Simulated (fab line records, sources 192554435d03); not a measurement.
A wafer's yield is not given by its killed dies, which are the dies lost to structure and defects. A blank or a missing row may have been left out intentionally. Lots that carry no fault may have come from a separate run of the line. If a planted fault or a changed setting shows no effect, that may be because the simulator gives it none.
fab line records	flow n5Finfet
[record] lots = 10	wafers = 28	lastDay = 17
route steps=1938 shown HKMG_FIN@420 BEOL_M4@1111 PASSIVATION@1936
lots that met no fault: taken from a fault-free run of the same line
startH: hours from the record's first day to the start of the lot's first wafer shown	waitH: time in hours since the lot's previous step	" same as the row above	L1.1+2: a row that stands for several wafers	- no value, or no start was given	* or withheld: withheld	< > ~ a bound
route shown NAME@n: names a module that has steps shown in the file, with the first one's number in the route	usual: mean and standard deviation over wafers with no fault	same: alike in all rows	chamber/n: place in a boat	sites: the reading at each site	_std_site: the values' standard deviation	_edge_site: inner sites' mean taken away from outer sites' mean	radiusMm: for every site, how far away it sits from the centre of the wafer	mask NAME#n: copy n	behind: the most recent tool/chamber to have shaped the wafer	hold: why the lot went on hold/how many hours it stayed there/how the hold came to an end	device: which transistor (n, p or np) failed to switch	end of line: tests run on the same wafers once the route is complete	a step given without rows: its recipe and nothing more	killed: dies lost to structure and defects at the first sort, not the wafer's yield	map: the dies of a wafer, with x for killed, . for not killed, _ for no die there
set.NAME: setting as actually run; set.NAME@STEP: the setting as run at that earlier step	model.NAME: the simulator's own value behind a step, which no gauge read
steps of the route over a sample of lots; a table a step, a row a wafer
services: from which hour (startH, from the record's first day; less than 0 if before it) a tool's chamber was out of use, for how many hours, and why
[[steps]]
[step N5_HKMG_FIN_THK_MEAS_70]
[recipe] thkMeasGauge = xrf	reads = HfO2_of_HKMG_FIN_HK_ALD_01
[usual] HK_THK = 1.618/0.017
lot.wafer	tool	chamber	startH	waitH	HK_THK[nm]
L241.3	filmMetro-01	-	76.40	0.2	1.622
L241.5	"	-	"	"	1.615
L242.1	filmMetro-01	-	82.25	0.2	1.634
L242.3	"	-	"	"	1.620
L242.5	"	-	"	"	1.626
L244.1	filmMetro-02	-	96.11	0.2	1.589
L244.4	"	-	"	"	1.633
L244.5	"	-	"	"	1.634
L246.4	filmMetro-01	-	108.44	0.2	1.635
L246.5	"	-	"	"	1.632
L246.6	"	-	"	"	1.637
L253.1	filmMetro-02	-	146.23	0.2	1.606
L253.5	"	-	"	"	1.626
L253.6	"	-	"	"	1.593
L254.1	filmMetro-01	-	155.93	0.2	1.633
L254.2	"	-	"	"	1.634
L254.3	"	-	"	"	1.629
L256.1	filmMetro-01	-	165.36	0.2	1.610
L256.2	"	-	"	"	1.614
L256.5	"	-	"	"	1.611
L259.3	filmMetro-01	-	183.05	0.2	1.617
L259.4	"	-	"	"	1.594
L259.5	"	-	"	"	1.623
L261.1	filmMetro-01	-	201.38	0.2	1.642
L261.4	"	-	"	"	1.623
L263.2	filmMetro-01	-	210.75	0.2	1.627
L263.3	"	-	"	"	1.632
L263.5	"	-	"	"	1.624
[step N5_HKMG_FIN_INSPECT_14]
[recipe] mode = adi	inspectInstrument = macro
[usual] rawDefectCount = 2.0/1.4
lot.wafer	tool	chamber	startH	waitH	rawDefectCount
L241.3	defectInspect-01	-	77.32	0.0	2
L241.5	"	-	"	"	6
L242.1	defectInspect-01	-	83.06	0.0	0
L242.3	"	-	"	"	2
L242.5	"	-	"	"	0
L244.1	defectInspect-02	-	97.04	0.0	0
L244.4	"	-	"	"	4
L244.5	"	-	"	"	3
L246.4	defectInspect-01	-	109.37	0.0	0
L246.5	"	-	"	"	3
L246.6	"	-	"	"	1
L253.1	defectInspect-01	-	147.16	0.0	1
L253.5	"	-	"	"	3
L253.6	"	-	"	"	1
L254.1	defectInspect-02	-	156.86	0.0	4
L254.2	"	-	"	"	2
L254.3	"	-	"	"	1
L256.1	defectInspect-01	-	166.17	0.0	2
L256.2	"	-	"	"	1
L256.5	"	-	"	"	2
L259.3	defectInspect-01	-	183.89	0.0	2
L259.4	"	-	"	"	3
L259.5	"	-	"	"	3
L261.1	defectInspect-01	-	202.31	0.0	2
L261.4	"	-	"	"	2
L263.2	defectInspect-01	-	211.68	0.0	3
L263.3	"	-	"	"	2
L263.5	"	-	"	"	5
[step N5_HKMG_FIN_STRIP_19]
[recipe] chemistry = N2/H2	powerW = 2500	tempC = 300	h2Frac = 0.65	timeS = 360	pressureMtorr = withheld	n2FlowSccm = 1750	h2FlowSccm = 3250
[usual] drypumpMotorCurrentA = 5.90/0.27	heaterPowerW = 460/28
lot.wafer	tool	chamber	startH	waitH	drypumpMotorCurrentA	heaterPowerW	rfHoursCounterH
L241.3	plasmaAsher-01	1	78.63	0.1	6.24	412	-
L241.5	"	0	"	"	5.89	496	-
L242.1	plasmaAsher-01	0	83.69	0.0	5.89	474	89
L242.3	"	0	"	"	5.89	482	-
L242.5	"	1	"	"	6.24	413	-
L244.1	plasmaAsher-02	0	97.67	0.0	5.96	480	40
L244.4	"	1	"	"	5.49	466	-
L244.5	"	1	"	"	5.49	467	-
L246.4	plasmaAsher-01	1	110.12	0.1	6.25	413	-
L246.5	"	0	"	"	5.91	487	-
L246.6	"	1	"	"	6.26	419	-
L253.1	plasmaAsher-02	0	148.08	0.0	5.95	467	50
L253.5	"	1	"	"	5.47	473	-
L253.6	"	0	"	"	5.99	478	-
L254.1	plasmaAsher-01	0	157.51	0.0	5.90	481	103
L254.2	"	1	"	"	6.25	416	103
L254.3	"	1	"	"	6.25	415	-
L256.1	plasmaAsher-01	0	166.80	0.0	5.90	484	106
L256.2	"	1	"	"	6.28	408	106
L256.5	"	1	"	"	6.27	415	-
L259.3	plasmaAsher-01	0	184.79	0.1	5.92	479	-
L259.4	"	1	"	"	6.28	414	-
L259.5	"	1	"	"	6.29	410	-
L261.1	plasmaAsher-02	0	202.94	0.0	5.95	476	59
L261.4	"	1	"	"	5.50	456	-
L263.2	plasmaAsher-02	0	212.54	0.0	5.93	476	61
L263.3	"	1	"	"	5.50	458	-
L263.5	"	1	"	"	5.51	471	-
[step N5_HKMG_FIN_ALD_91]
[recipe] material = TiN	targetThkA = 10	tempC = 400	aldPrecursorFamily = TiCl4	aldCoReactant = NH3	pulseTimeS = 1	purgeTimeS = 3	coReactantPurgeTimeS = 2	coReactantPulseTimeS = 2	aldCycles = 47	pressureTorr = 3
[usual] heaterPowerOuterW = 543/73	heaterPowerW = 878/83	precursorPulseHeightRel = 0.999/0.02	susceptorTempC = 400.01/0.22
[same] aldCycles = 47
lot.wafer	tool	chamber	startH	waitH	heaterPowerOuterW	heaterPowerW	precursorPulseHeightRel	susceptorTempC
L241.3	aldMetal-04	3	78.89	0.1	501	883	1.032	400.01
L241.5	"	1	"	"	464	808	0.985	400.11
L242.1	aldMetal-03	1	84.07	0.3	518	824	1.010	400.35
L242.3	"	2	"	"	504	841	0.989	399.82
L242.5	"	1	"	"	520	802	1.015	400.16
L244.1	aldMetal-01	1	98.05	0.3	470	775	0.984	399.80
L244.4	"	2	"	"	738	1043	1.006	400.00
L244.5	"	3	"	"	581	957	0.998	399.87
L246.4	aldMetal-04	0	110.38	0.1	468	809	0.998	400.34
L246.5	"	2	"	"	559	971	0.970	399.95
L246.6	"	3	"	"	483	899	0.977	399.71
L253.1	aldMetal-01	1	148.46	0.3	548	919	0.964	426.11
L253.5	"	2	"	"	848	1236	0.998	425.92
L253.6	"	1	"	"	550	904	1.000	426.14
L254.1	aldMetal-01	1	157.89	0.3	546	908	0.996	426.10
L254.2	"	2	"	"	885	1209	0.963	426.36
L254.3	"	0	"	"	716	1071	1.011	425.86
L256.1	aldMetal-04	1	167.18	0.3	477	787	1.000	399.65
L256.2	"	0	"	"	466	808	0.985	400.18
L256.5	"	0	"	"	458	829	0.996	399.73
L259.3	aldMetal-03	3	185.05	0.1	595	915	1.006	399.85
L259.4	"	1	"	"	517	797	1.010	400.05
L259.5	"	2	"	"	500	851	0.999	399.54
L261.1	aldMetal-04	0	203.33	0.3	465	796	1.017	400.01
L261.4	"	2	"	"	571	931	1.010	400.14
L263.2	aldMetal-03	0	212.93	0.3	523	802	0.989	399.97
L263.3	"	1	"	"	505	798	1.023	400.09
L263.5	"	1	"	"	526	802	1.004	399.97
[step N5_BEOL_M4_RC_MEAS_101]
[usual] DIBL_N = 36.2/2.2	DIBL_P = 36.1/2.8	IOFF_N = 0.16/0.041	IOFF_N_LONG = 5.6e-05/3.1e-06	IOFF_P = 0.21/0.047	ION_N = 676/16	ION_P = 463/11	SS_N = 71.6/0.78	SS_P = 73.3/0.86	VT_N = 249/3.8	VT_N_LONG = 274.5/2.2	VT_P = -251/3.9
lot.wafer	tool	chamber	startH	waitH	DIBL_N[mV/V]	DIBL_P[mV/V]	IOFF_N[nA/um]	IOFF_N_LONG[nA/um]	IOFF_P[nA/um]	ION_N[uA/um]	ION_P[uA/um]	SS_N[mV/dec]	SS_P[mV/dec]	VT_N[mV]	VT_N_LONG[mV]	VT_P[mV]
L241.3	prober-02	0	174.68	0.3	33.8	32.5	0.13	6e-05	0.16	686	465	70.7	72.0	250	270.7	-256
L241.5	"	0	"	"	35.4	34.2	0.16	6e-05	0.19	688	467	70.9	72.9	248	272.0	-251
L242.1	prober-02	0	176.70	0.0	38.8	38.8	0.20	5.5e-05	0.24	703	474	72.0	73.3	248	274.8	-250
L242.3	"	0	"	"	37.1	36.6	0.16	5.3e-05	0.21	689	465	72.3	72.3	249	275.5	-251
L242.5	"	0	"	"	37.7	37.8	0.17	5.4e-05	0.22	686	468	72.0	73.2	251	273.1	-251
L244.1	prober-02	0	202.84	0.0	37.1	37.5	0.18	5.5e-05	0.23	682	465	72.0	73.7	246	276.6	-249
L244.4	"	0	"	"	35.7	34.3	0.16	5.6e-05	0.17	668	451	72.5	73.5	251	275.4	-252
L244.5	"	0	"	"	35.9	36.3	0.16	5.5e-05	0.20	684	465	71.1	73.9	250	275.1	-254
L246.4	prober-01	0	204.85	0.5	40.0	39.7	0.23	5.6e-05	0.24	689	455	72.8	74.9	244	274.5	-251
L246.5	"	0	"	"	38.2	38.1	0.17	5.5e-05	0.21	662	449	72.8	73.2	248	275.2	-254
L246.6	"	0	"	"	34.4	33.4	0.12	5.6e-05	0.16	680	463	70.5	72.3	255	274.5	-255
L254.1	prober-01	0	246.21	0.0	40.1	40.9	0.16	4.1e-05	0.32	658	472	73.4	75.0	255	289.0	-246
L254.2	"	0	"	"	32.8	31.5	0.07	4.2e-05	0.16	631	456	70.9	72.2	264	289.2	-253
L254.3	"	0	"	"	34.9	33.2	0.09	4.3e-05	0.18	650	464	72.8	73.1	262	285.4	-252
L253.1	prober-01	0	249.43	0.0	36.7	36.4	0.12	4.6e-05	0.23	651	461	72.4	72.4	259	286.1	-248
L253.5	"	0	"	"	33.6	32.9	0.09	4.5e-05	0.18	636	454	71.2	72.3	262	284.0	-250
L253.6	"	0	"	"	37.7	39.6	0.13	4.3e-05	0.30	650	464	72.6	74.1	257	283.8	-244
L256.1	prober-02	0	276.83	0.0	37.5	35.7	0.19	5.9e-05	0.20	678	460	72.2	72.8	246	273.9	-251
L256.2	"	0	"	"	32.0	31.0	0.10	5.8e-05	0.15	654	454	70.3	71.6	255	272.4	-256
L256.5	"	0	"	"	38.7	39.0	0.21	5.7e-05	0.26	683	467	71.8	74.6	247	273.2	-248
L259.3	prober-02	0	296.91	0.3	39.9	38.6	0.23	5.7e-05	0.29	683	470	73.2	72.8	245	277.2	-242
L259.4	"	0	"	"	32.8	31.0	0.10	5.7e-05	0.16	667	463	70.8	71.9	253	276.0	-255
L259.5	"	0	"	"	35.3	33.6	0.13	5.7e-05	0.20	672	472	71.3	72.5	252	273.8	-249
L261.1	prober-01	0	303.48	0.0	36.5	37.7	0.16	5.2e-05	0.24	677	474	70.9	74.4	250	273.0	-249
L261.4	"	0	"	"	38.7	38.0	0.18	5.3e-05	0.24	679	467	71.6	74.2	252	273.8	-249
L263.2	prober-02	0	316.46	0.2	33.7	32.3	0.11	5.4e-05	0.14	653	450	69.8	71.8	254	275.6	-255
L263.3	"	0	"	"	33.2	31.3	0.10	5.7e-05	0.14	664	453	70.4	71.6	256	274.8	-258
L263.5	"	0	"	"	38.4	37.8	0.18	5.5e-05	0.21	669	455	71.6	73.5	249	272.1	-254
[step N5_PASSIVATION_PROBE_49]
[usual] defectLimitedYield = 91.4/1.4	killed_at_M0_to_M3 = 33/10	killed_at_M4_up = 14/6.1	killedAtContacts = 14/6.1	killedAtFrontEnd = 38/9.7	killedAtOther = 3.1/2.9	killedDies = 102/17	killedOpen = 67/13	killedShort = 32/8	sort_bin_5_function = 5.1/0.94	sort_bin_6_memory = 3.2/0.68	sort_bin_8_speed = 0.02/0.17	sortNPass = 1078/17	sortYieldPct = 91.3/1.5
[same] grossDies = 1180	killedAtBackSide = 0	sort_bin_4_leakage[%] = 0
lot.wafer	tool	chamber	startH	waitH	defectLimitedYield[%]	killed_at_M0_to_M3	killed_at_M4_up	killedAtContacts	killedAtFrontEnd	killedAtOther	killedDies	killedOpen	killedShort	sort_bin_5_function[%]	sort_bin_6_memory[%]	sort_bin_8_speed[%]	sortNPass	sortYieldPct[%]
L253.1	prober-01	-	350.99	0.0	89.8	44	12	14	46	4	120	66	54	5.9	3.9	0	1060	89.8
L253.5	prober-01	-	351.19	0.2	91.7	34	13	13	35	3	98	70	28	5.4	2.6	6.02	1011	85.7
L253.6	prober-01	-	351.24	0.3	88.8	59	16	23	27	7	132	90	40	6.3	4.2	0.08	1047	88.7
L254.1	prober-02	-	373.02	0.0	90.7	48	13	15	29	5	110	69	41	6.1	3.0	0	1070	90.7
L254.2	prober-02	-	373.07	0.1	95.3	22	9	7	15	2	55	36	19	3.1	1.4	2.03	1101	93.3
L254.3	prober-02	-	373.12	0.1	90.9	43	16	8	38	2	107	57	34	4.6	2.9	0	1073	90.9
L259.3	prober-02	-	408.95	0.1	91.4	30	19	19	31	2	101	60	31	5.1	2.8	0	1079	91.4
L259.4	prober-02	-	409.00	0.2	93.9	33	7	6	21	5	72	49	22	3.6	2.2	0	1108	93.9
L259.5	prober-02	-	409.05	0.2	93.1	29	13	11	24	4	81	51	21	3.6	2.7	0	1099	93.1
// killed by level:class
L253.1 MOL_CONTACT_COAG:geometricParticle:open=11 DUMMY_GATE:geometricParticle:open=9 GATE_CUT:geometricParticle:short=9 BEOL_M0_SAQP:geometricParticle:short=9 BEOL_M4:geometricParticle:open=8 FIN_SAQP:geometricParticle:short=7 BEOL_M2:geometricParticle:open=6 BEOL_M3:geometricParticle:open=6
L253.5 FIN_SAQP:geometricParticle:open=12 MOL_CONTACT_COAG:geometricParticle:open=11 BEOL_M4:geometricParticle:open=8 BEOL_M3:geometricParticle:open=8 BEOL_M0_SAQP:geometricParticle:open=7 BEOL_M1:geometricParticle:open=7 FIN_SAQP:geometricParticle:short=6 GATE_CUT:geometricParticle:short=6
L253.6 MOL_CONTACT_COAG:geometricParticle:open=18 BEOL_M1:geometricParticle:open=15 BEOL_M0_SAQP:geometricParticle:short=10 BEOL_M4:geometricParticle:open=10 BEOL_M2:geometricParticle:open=9 STI_FIN_REVEAL:geometricParticle:open=6 BEOL_M3:geometricParticle:open=6 MOL_CONTACT_COAG:geometricParticle:short=5
L254.1 BEOL_M2:geometricParticle:open=11 BEOL_M0_SAQP:geometricParticle:short=9 MOL_CONTACT_COAG:geometricParticle:open=9 BEOL_M0_SAQP:geometricParticle:open=7 MOL_CONTACT_COAG:geometricParticle:short=6 BEOL_M3:geometricParticle:open=6 BEOL_M4:geometricParticle:open=5 STI_FIN_REVEAL:geometricParticle:open=4
L254.2 MOL_CONTACT_COAG:geometricParticle:open=6 DUMMY_GATE:geometricParticle:open=5 BEOL_M1:geometricParticle:open=5 BEOL_M2:geometricParticle:open=4 DUMMY_GATE:geometricParticle:short=3 BEOL_M0_SAQP:geometricParticle:short=3 BEOL_M0_SAQP:geometricParticle:open=3 BEOL_M3:geometricParticle:short=3
L254.3 HKMG_FIN:areaEtch=16 BEOL_M1:geometricParticle:open=14 BEOL_M0_SAQP:geometricParticle:short=13 FIN_SAQP:geometricParticle:open=7 BEOL_M0_SAQP:geometricParticle:open=7 STARTING-WAFER:geometricParticle:short=5 BEOL_M4:geometricParticle:open=4 FIN_SAQP:geometricParticle:short=4
L259.3 MOL_CONTACT_COAG:geometricParticle:open=17 BEOL_M4:geometricParticle:open=8 BEOL_M0_SAQP:geometricParticle:short=7 BEOL_M1:geometricParticle:open=7 HKMG_FIN:areaEtch=6 BEOL_M0_SAQP:geometricParticle:open=5 BEOL_M3:geometricParticle:open=5 STI_FIN_REVEAL:geometricParticle:open=4
L259.4 BEOL_M1:geometricParticle:open=9 BEOL_M0_SAQP:geometricParticle:short=8 FIN_SAQP:geometricParticle:open=6 BEOL_M3:geometricParticle:open=6 MOL_CONTACT_COAG:geometricParticle:open=5 DUMMY_GATE:geometricParticle:open=4 BEOL_M2:geometricParticle:open=4 BEOL_M5:geometricParticle:open=4
L259.5 BEOL_M2:geometricParticle:open=11 BEOL_M4:geometricParticle:open=7 HKMG_FIN:areaEtch=6 MOL_CONTACT_COAG:geometricParticle:open=5 BEOL_M1:geometricParticle:open=5 BEOL_M5:geometricParticle:open=5 FIN_SAQP:geometricParticle:open=4 GATE_CUT:geometricParticle:short=4
[[services]]
tool	chamber	startH	hours	kind
aldMetal-03	-	78.73	0.5	repair
aldMetal-01	2	92.61	1.7	repair
aldMetal-04	-	111.18	8.7	pm
aldMetal-04	-	126.75	1.7	repair
plasmaAsher-02	-	161.65	7.2	repair
aldMetal-03	0	181.49	5.2	repair
aldMetal-01	1	191.45	26.5	repair
aldMetal-01	-	209.37	6.0	pm
[[key]]
[firstSign] step = N5_HKMG_FIN_ALD_91	reading = susceptorTempC	direction = up	sigmas = 99+	usual = *	struck = *
[effect] step = N5_HKMG_FIN_ALD_91	reading = heaterPowerW	direction = up	sigmas = 2	usual = *	struck = *	wafersMoved = 2
[effect] step = N5_BEOL_M4_RC_MEAS_101	reading = VT_N_LONG	direction = up	sigmas = 5.5	usual = 274.5	struck = 286.2
[effect] step = N5_BEOL_M4_RC_MEAS_101	reading = IOFF_N_LONG	direction = down	sigmas = 4	usual = 5.6e-05	struck = 4.3e-05
[effect] step = N5_BEOL_M4_RC_MEAS_101	reading = VT_N	direction = up	sigmas = 2.7	usual = 249	struck = 260
[effect] step = N5_BEOL_M4_RC_MEAS_101	reading = ION_N	direction = down	sigmas = 1.8	usual = 676	struck = 646
[effect] step = N5_PASSIVATION_PROBE_49	reading = sort_bin_8_speed	direction = up	sigmas = 7.9	usual = 0.02	struck = 1.36	wafersMoved = 2
metAt N5_HKMG_FIN_ALD_91
struckLots L253,L254
[baselineLoss] step = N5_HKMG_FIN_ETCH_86	wafers = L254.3
notActingAt N5_HKMG_FIN_THK_MEAS_70,N5_HKMG_FIN_INSPECT_14,N5_HKMG_FIN_STRIP_19
onsetBetween 98.05 148.46
[fault] kind = processParameterDrift	tool = aldMetal-01	chamber = -	onsetH = 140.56	steps = N5_HKMG_FIN_ALD_91	channel = tempC	offset = *	shape = step	endH = 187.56	actsIn = *	stated = *
// baselineLoss: these wafers lose ten dies or more at that step, a loss of the line's own and not of a fault; the sort's usual values leave them out
